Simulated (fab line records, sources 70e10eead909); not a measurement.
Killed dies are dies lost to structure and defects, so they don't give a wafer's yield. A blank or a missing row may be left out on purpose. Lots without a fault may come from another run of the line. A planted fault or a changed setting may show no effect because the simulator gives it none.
Which tool did it? | flow nand_harc | 12 lots, 36 wafers sampled, at 1 step of a route of 1159

WHAT THE GAUGES READ, wafer by wafer
NHARC_P_STI_CD_MEAS_09: target cd 200 nm.
lot  | measured    | on        | cd_nm (nm)
L076 | day 2 20:55 | cd_sem-01 | 199.6 201.6 203.3
L077 | day 3 10:59 | cd_sem-01 | 196.2 202.6 200.0
L080 | day 3 19:37 | cd_sem-02 | 205.9 201.7 202.7
L081 | day 4 06:34 | cd_sem-03 | 203.2 202.7 201.9
L083 | day 4 17:30 | cd_sem-01 | 203.1 200.6 198.6
L085 | day 5 06:13 | cd_sem-01 | 201.5 203.8 203.0
L087 | day 5 18:41 | cd_sem-01 | 199.9 203.5 201.2
L089 | day 6 02:28 | cd_sem-01 | 201.3 198.9 199.9
L091 | day 6 18:37 | cd_sem-01 | 203.5 200.9 202.0
L093 | day 7 11:22 | cd_sem-03 | 200.9 199.7 202.8
L095 | day 7 17:44 | cd_sem-01 | 201.4 204.4 200.7
L096 | day 8 01:38 | cd_sem-01 | 200.4 202.2 200.9

WHICH TOOL RAN EACH LOT (tool, then ch and the chambers of the sampled wafers, then the start)
The record holds no process step before these readings.

THE ANSWER, worked out from the rows above alone
Rule: what is usual is taken from the lots themselves. Put in order of their means at a reading, lots are off if they are a third of the lots or fewer, leave a main group of 4 or more, and stand apart from it by a gap of 3 or more times the standard deviation of the main group's means; of several such gaps the widest counts. A main group whose means are all the same, to the digits that the tables above print for the reading, isn't used. A lot without any number at a reading at which 4 lots or more have one is off too. The other lots that the step has rows for count as sound.
No lot is off at any reading shown: from this, nothing can be told.

WHAT THE SIMULATOR HAD PUT IN
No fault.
